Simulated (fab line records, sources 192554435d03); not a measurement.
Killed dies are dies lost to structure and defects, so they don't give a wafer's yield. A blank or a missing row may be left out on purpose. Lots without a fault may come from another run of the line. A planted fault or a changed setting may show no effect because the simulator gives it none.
A struck lot beside a sound one | flow n5_finfet | 20 steps out of a route of 1938
Sound: wafers L203.3, L203.4, L203.5. Struck: wafer L204.3. (L204.1, L204.4 of the same lot were not struck and are left out.) The cause comes at the end.
At each step with rows: each side's tool, then ch and its chambers, then its first start. Under that, the readings that differ: sound wafers | struck wafers | difference of the means | sigmas: that difference in standard deviations of wafers without a fault.
alike: readings whose means differ by less than 2 such deviations, and words and numbers that are the same on both sides. not compared: withheld readings, readings that some wafer has no value for, bounds like >300 that may hide the same value, and numbers for which the record gives no deviation and whose values overlap.
The two part at a step that has a row with sigmas, a row that says differs or no value, or rows on one side only. Numbers that don't overlap but have no deviation are shown without sigmas and don't part them. A reading that every wafer of one side lacks parts them only if that side has two wafers or more.

first, 9 steps without rows for these wafers: N5_FIN_SAQP_EXPOSE_13 (exposes mask FIN CORE, target cd 35.6 nm); N5_FIN_SAQP_PEB_14 (peb time 60 s); N5_FIN_SAQP_DEVELOP_15 (develop time 30 s); N5_FIN_SAQP_DESCUM_21 (chemistry O2, time 7.9 s); N5_FIN_SAQP_ETCH_51 (etches SiARC in CF4, target depth 45.5 nm, time 75.8 s); N5_FIN_SAQP_ETCH_52 (etches SOC in N2/H2, target depth 100 nm, overetch 20 nm, time 150 s); N5_FIN_SAQP_STRIP_53 (strips in N2/H2); N5_FIN_SAQP_HM_OPEN_73 (chemistry CHF3/O2, target SiO2, stops on a-Si, target depth 12 nm, time 16.8 s); N5_FIN_SAQP_STRIP_74 (strips in CHF3/O2).
N5_FIN_SAQP_MANDREL_ETCH_22: etches a-Si in HBr/Cl2, stops on SiNx, target depth 60 nm, bt time 10 s, time 30 s.
  sound on rie_si-06 ch 0,1,3, day 5 03:23; struck on rie_si-03 ch 0, day 5 09:30
  reading                                     | sound             | struck | difference | sigmas
  rf_fwd_power_W (W)                          | 794.2 795.9 793.9 | 990.8  | +196.1     | +70
  model.SOC_of_FIN_SAQP_COAT_49.thk_nm (nm)   | 76 76.54 76.58    | 74.47  | -1.90      |
  model.SiNx_of_FIN_SAQP_PECVD_48.thk_nm (nm) | 25.07 25.21 25.54 | 24.22  | -1.05      |
  alike: drypump_motor_current_A, oes_product_au, throttle_valve_pct
  not compared: rf_hours_counter_h
then, 7 steps without rows for these wafers: N5_FIN_SAQP_STRIP_55 (strips in N2/H2); N5_FIN_SAQP_STRIP_23 (strips in SPM, time 750 s); N5_FIN_SAQP_SRD_66 (time 30 s); N5_FIN_SAQP_RECESS_75 (chemistry HF/NH3, target SiO2, target depth 14.4 nm, afs cycles 3, sublimation time 60 s); N5_FIN_SAQP_SPACER1_ALD_24 (deposits SiO2, target thk 20.3 nm, pulse time 1 s, purge time 2 s); N5_FIN_SAQP_SPACER1_ETCHBACK_25 (etches SiO2 in CHF3/O2, target depth 24.4 nm, time 12.2 s); N5_FIN_SAQP_MANDREL1_REMOVE_56 (chemistry HBr/Cl2/O2, target a-Si, stops on SiNx, bt time 10 s).
N5_FIN_SAQP_ETCH_57: etches SiNx in CH3F/O2, target depth 32.5 nm, time 46.4 s.
  sound on rie_diel-03 ch 0,1,2, day 5 05:10; struck on rie_diel-03 ch 0, day 5 11:31
  reading                  | sound             | struck | difference | sigmas
  etch_rf_on_time_s (s)    | 47.8 45.5 47.8    | 44.4   | -2.6       | -2
  model.etch.depth_nm (nm) | 25.07 25.21 25.54 | 24.22  | -1.05      |
  alike: drypump_motor_current_A, oes_f_703_au, oes_product_au, rf_fwd_power_W, rf_vpp_V, showerhead_plenum_p_Torr, throttle_valve_pct
  not compared: rf_hours_counter_h
then, 1 step without rows for these wafers: N5_FIN_SAQP_ETCH_65 (etches SiO2 in CF4, target depth 4 nm, time 4.4 s).
-- the record jumps here: 10 days lie between the struck wafers' starts before and after (it left off in module FIN_SAQP and takes up again in module BEOL_M4, whose first step shown is number 1111 of the route) --
N5_BEOL_M4_RC_MEAS_101:
  sound on prober-02 ch 0, day 15 09:07; struck on prober-02 ch 0, day 15 11:40
  alike: DIBL_N, DIBL_P, IOFF_N, IOFF_P, ION_N, ION_P, SS_N, SS_P, VT_N, VT_P

WHERE THEY PART
First at N5_FIN_SAQP_MANDREL_ETCH_22; last, within this record, at N5_FIN_SAQP_ETCH_57. Later steps at which nothing parts them and some readings are alike: N5_BEOL_M4_RC_MEAS_101.

WHY: what the simulator had put in
Process parameter drift: rie_si-03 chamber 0, from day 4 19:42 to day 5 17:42, at N5_FIN_SAQP_MANDREL_ETCH_22. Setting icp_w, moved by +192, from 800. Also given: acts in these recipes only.
